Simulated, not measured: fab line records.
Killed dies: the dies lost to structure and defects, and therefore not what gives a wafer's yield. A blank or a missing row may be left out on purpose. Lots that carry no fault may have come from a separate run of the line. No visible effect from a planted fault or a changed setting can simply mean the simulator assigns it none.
What tool caused it? ; flow n5_finfet ; 12 lots, 34 wafers sampled, at 5 steps of a route of 1938

## WHAT THE GAUGES SHOWED, per wafer
No reading from a measuring or inspecting step in the record can be judged against a usual standard deviation.

## EACH LOT AND THE TOOL THAT RAN IT (in order: tool; ch and the chambers of the sampled wafers; start)
lot;N5_PASSIVATION_PRE_CLEAN_19;N5_PASSIVATION_ETCH_59;N5_PASSIVATION_STRIP_34;N5_PASSIVATION_PECVD_53;N5_PASSIVATION_PROBE_49
L889;pvd_sputter-01, day 12 09:10;rie_metal-02 ch 0,1, day 12 10:46;rie_diel-05 ch 0,1, day 12 10:52;pecvd-03 ch 1,2, day 12 11:22;prober-02, day 12 15:10
L890;pvd_sputter-01, day 12 21:29;rie_metal-03 ch 0,1, day 12 22:48;rie_diel-03 ch 1,2, day 12 22:57;pecvd-03 ch 0,1,2, day 12 23:27;prober-01, day 13 03:18
L893;pvd_sputter-01, day 13 08:44;rie_metal-01 ch 0,1, day 13 10:03;rie_diel-05 ch 0,1,2, day 13 10:35;pecvd-02 ch 0,2, day 13 11:05;prober-02, day 13 14:55
L892;pvd_sputter-03, day 13 11:39;rie_metal-01 ch 0,1, day 13 12:59;rie_diel-03 ch 1,2,3, day 13 13:22;pecvd-03 ch 0,1,2, day 13 13:52;prober-01, day 13 17:40
L896;pvd_sputter-01, day 14 07:02;rie_metal-01 ch 0,1, day 14 08:31;rie_diel-01 ch 2,3, day 14 08:37;pecvd-02 ch 0,1, day 14 09:09;prober-02, day 14 12:55
L900;pvd_sputter-02, day 15 21:05;rie_metal-01 ch 0,1, day 15 22:24;rie_diel-05 ch 0,3, day 15 22:31;pecvd-02 ch 1,2, day 15 23:01;prober-01, day 16 02:53
L904;pvd_sputter-01, day 17 12:22;rie_metal-02 ch 0,1, day 17 13:57;rie_diel-05 ch 0,1,3, day 17 14:10;pecvd-04 ch 0,2, day 17 14:40;prober-01, day 17 18:27
L905;pvd_sputter-01, day 18 07:14;rie_metal-01 ch 0,1, day 18 08:33;rie_diel-03 ch 0,2,3, day 18 08:38;pecvd-02 ch 1,2, day 18 09:11;prober-02, day 18 13:11
L906;pvd_sputter-02, day 18 17:49;rie_metal-02 ch 0,1, day 18 19:00;rie_diel-05 ch 1,2,3, day 18 19:17;pecvd-04 ch 0,1,2, day 18 19:47;prober-01, day 18 23:35
L908;pvd_sputter-03, day 18 23:47;rie_metal-02 ch 0,1, day 19 00:58;rie_diel-05 ch 1,2, day 19 01:05;pecvd-02 ch 0,1,2, day 19 01:35;prober-01, day 19 05:44
L909;pvd_sputter-03, day 19 23:56;rie_metal-03 ch 0,1, day 20 01:15;rie_diel-03 ch 0,2,3, day 20 01:22;pecvd-02 ch 0,1,2, day 20 01:52;prober-02, day 20 05:48
L907;pvd_sputter-02, day 20 04:46;rie_metal-03 ch 0,1, day 20 06:05;rie_diel-03 ch 0,2,3, day 20 06:12;pecvd-03 ch 0,1,2, day 20 06:42;prober-01, day 20 11:27
- N5_PASSIVATION_PRE_CLEAN_19
- N5_PASSIVATION_ETCH_59: etches TaN in Cl2/BCl3, target depth 65 nm, time 34.9 s.
- N5_PASSIVATION_STRIP_34: strips in O2.
- N5_PASSIVATION_PECVD_53: deposits SiO2 from TEOS/O2, target thk 800 nm, time 169.4 s.
- N5_PASSIVATION_PROBE_49

## AS READ BY THE TOOLS THEMSELVES (means over the sampled wafers that have a number; for cases with no such wafer, the mark the record gives instead)
N5_PASSIVATION_PRE_CLEAN_19. Usual: heater_power_w at 459 W, with a standard deviation of 34.
lot;tool;heater_power_w (W);flag
L889;pvd_sputter-01;453;
L890;pvd_sputter-01;443;
L893;pvd_sputter-01;445;
L892;pvd_sputter-03;447;
L896;pvd_sputter-01;454;
L900;pvd_sputter-02;444;
L904;pvd_sputter-01;452;
L905;pvd_sputter-01;455;
L906;pvd_sputter-02;483;
L908;pvd_sputter-03;547;
L909;pvd_sputter-03;524;
L907;pvd_sputter-02;468;

N5_PASSIVATION_ETCH_59. Usual: drypump_motor_current_A 6.03 A, standard deviation 0.25; oes_product_au 0.81 a.u., standard deviation 0.087; throttle_valve_pct 21.01 %, standard deviation 0.18.
lot;tool;drypump_motor_current_A (A);oes_product_au (a.u.);throttle_valve_pct (%);flag
L889;rie_metal-02;5.85;0.80;21.01;
L890;rie_metal-03;5.92;0.85;21.03;
L893;rie_metal-01;6.09;0.82;21.04;
L892;rie_metal-01;6.23;0.76;20.98;
L896;rie_metal-01;6.16;0.78;21.03;
L900;rie_metal-01;6.19;0.77;21.03;
L904;rie_metal-02;6.05;0.91;20.66;
L905;rie_metal-01;6.27;0.73;21.01;
L906;rie_metal-02;5.84;0.86;20.87;
L908;rie_metal-02;6.08;0.89;20.68;
L909;rie_metal-03;5.92;0.81;21.07;
L907;rie_metal-03;5.92;0.80;21.07;

N5_PASSIVATION_STRIP_34. Usual: drypump_motor_current_A 5.7 A, standard deviation 0.43; oes_product_au 0.83 a.u., standard deviation 0.095; rf_vpp_V 3.8 V, standard deviation 1.7; showerhead_plenum_p_Torr 2.12 Torr, standard deviation 0.088; throttle_valve_pct 16.61 %, standard deviation 0.29.
lot;tool;drypump_motor_current_A (A);oes_product_au (a.u.);rf_vpp_V (V);showerhead_plenum_p_Torr (Torr);throttle_valve_pct (%);flag
L889;rie_diel-05;5.9;0.92;2.6;2.18;16.28;
L890;rie_diel-03;5.5;0.92;3.3;2.06;16.48;
L893;rie_diel-05;5.9;0.85;2.8;2.15;16.54;
L892;rie_diel-03;5.5;0.83;3.6;2.03;16.58;
L896;rie_diel-01;5.6;0.81;3.6;2.17;16.75;
L900;rie_diel-05;6.1;0.91;2.8;2.24;16.33;
L904;rie_diel-05;5.9;0.88;4.8;2.17;16.41;
L905;rie_diel-03;5.5;0.88;5.6;2.15;16.64;
L906;rie_diel-05;5.9;0.90;3.3;2.14;16.51;
L908;rie_diel-05;5.7;0.89;4.2;2.07;16.53;
L909;rie_diel-03;5.5;0.87;2.5;2.14;16.65;
L907;rie_diel-03;5.5;0.87;2.7;2.14;16.68;

N5_PASSIVATION_PECVD_53. Usual: run_length_s at 197.2 s, with a standard deviation of 0.5.
lot;tool;run_length_s (s);flag
L889;pecvd-03;197.7;
L890;pecvd-03;197.2;
L893;pecvd-02;196.9;
L892;pecvd-03;196.9;
L896;pecvd-02;204.6;OFF
L900;pecvd-02;201.1;OFF
L904;pecvd-04;197.0;
L905;pecvd-02;197.7;
L906;pecvd-04;197.2;
L908;pecvd-02;197.6;
L909;pecvd-02;197.0;
L907;pecvd-03;196.9;

N5_PASSIVATION_PROBE_49. Usual: defect_limited_yield 91.3 %, standard deviation 1.7; killed_at_M0_to_M3 33, standard deviation 9.9; killed_at_M4_up 14, standard deviation 6.4; killed_at_contacts 12, standard deviation 7; killed_at_front_end 41, standard deviation 13; killed_at_other 3.1, standard deviation 2.9; killed_dies 103, standard deviation 20; killed_open 67, standard deviation 14; killed_short 34, standard deviation 9.4; sort_bin_4_leakage 0.03 %, standard deviation 0.24; sort_bin_5_function 5.1 %, standard deviation 1.1; sort_bin_6_memory 3.2 %, standard deviation 0.79; sort_bin_8_speed 0.02 %, standard deviation 0.15; sort_n_pass 1077, standard deviation 21; sort_yield_pct 91.2 %, standard deviation 1.7.
lot;tool;defect_limited_yield (%);killed_at_M0_to_M3;killed_at_M4_up;killed_at_contacts;killed_at_front_end;killed_at_other;killed_dies;killed_open;killed_short;sort_bin_4_leakage (%);sort_bin_5_function (%);sort_bin_6_memory (%);sort_bin_8_speed (%);sort_n_pass;sort_yield_pct (%);flag
L889;prober-02;91.8;34;11;9;39;3.0;97;66;29;0.00;5.1;2.8;0.03;1083;91.8;
L890;prober-01;91.7;41;12;12;32;0.7;98;59;39;0.00;4.6;3.4;0.00;1082;91.7;
L893;prober-02;92.1;32;11;8;41;1.3;93;57;36;0.00;4.4;3.2;0.00;1087;92.1;
L892;prober-01;88.4;32;30;10;62;2.0;136;81;50;0.00;6.4;4.3;0.03;1043;88.4;
L896;prober-02;90.6;40;6;16;38;11.5;112;65;36;0.51;5.4;3.3;0.00;1062;90.1;
L900;prober-01;89.7;44;10;16;48;4.0;122;74;48;0.00;4.9;4.8;0.00;1058;89.7;
L904;prober-01;93.9;27;8;12;21;4.0;72;46;24;0.00;3.5;2.5;0.00;1108;93.9;
L905;prober-02;92.5;33;15;4;32;2.7;88;56;31;0.00;4.6;2.6;0.00;1092;92.5;
L906;prober-01;92.4;25;15;11;36;2.3;89;65;24;0.00;4.1;3.1;0.00;1091;92.4;
L908;prober-01;89.7;41;12;10;57;2.0;121;83;37;0.00;6.1;4.1;0.00;1059;89.7;
L909;prober-02;90.9;31;22;6;42;6.3;107;74;29;0.00;4.8;3.8;0.00;1073;90.9;
L907;prober-01;89.7;35;24;6;56;0.3;121;91;30;0.00;6.3;3.6;0.00;1059;89.7;

## THE ANSWER, worked out from the rows above alone
Rule: lot off if the mean of its wafers having a number is beyond 3 standard deviations from the usual mean. Also off: a lot with no number at a reading for which 4 or more lots have one. All remaining lots with rows at the step are treated as sound. Order of review: gauges by route order, followed by the tools' own readings, for which a lot's mean as printed above is used. The first step at which some lot is off is used, and at that step the reading that is off furthest; a lot without a number counts as furthest.
Off at N5_PASSIVATION_PECVD_53 (run_length_s): L896, L900.
A tool fits if, at that step or a process step before it, it ran every lot that is off, and no sound lot after the first of them. None of those tried fits.

## WHAT THE SIMULATOR HAD PUT IN
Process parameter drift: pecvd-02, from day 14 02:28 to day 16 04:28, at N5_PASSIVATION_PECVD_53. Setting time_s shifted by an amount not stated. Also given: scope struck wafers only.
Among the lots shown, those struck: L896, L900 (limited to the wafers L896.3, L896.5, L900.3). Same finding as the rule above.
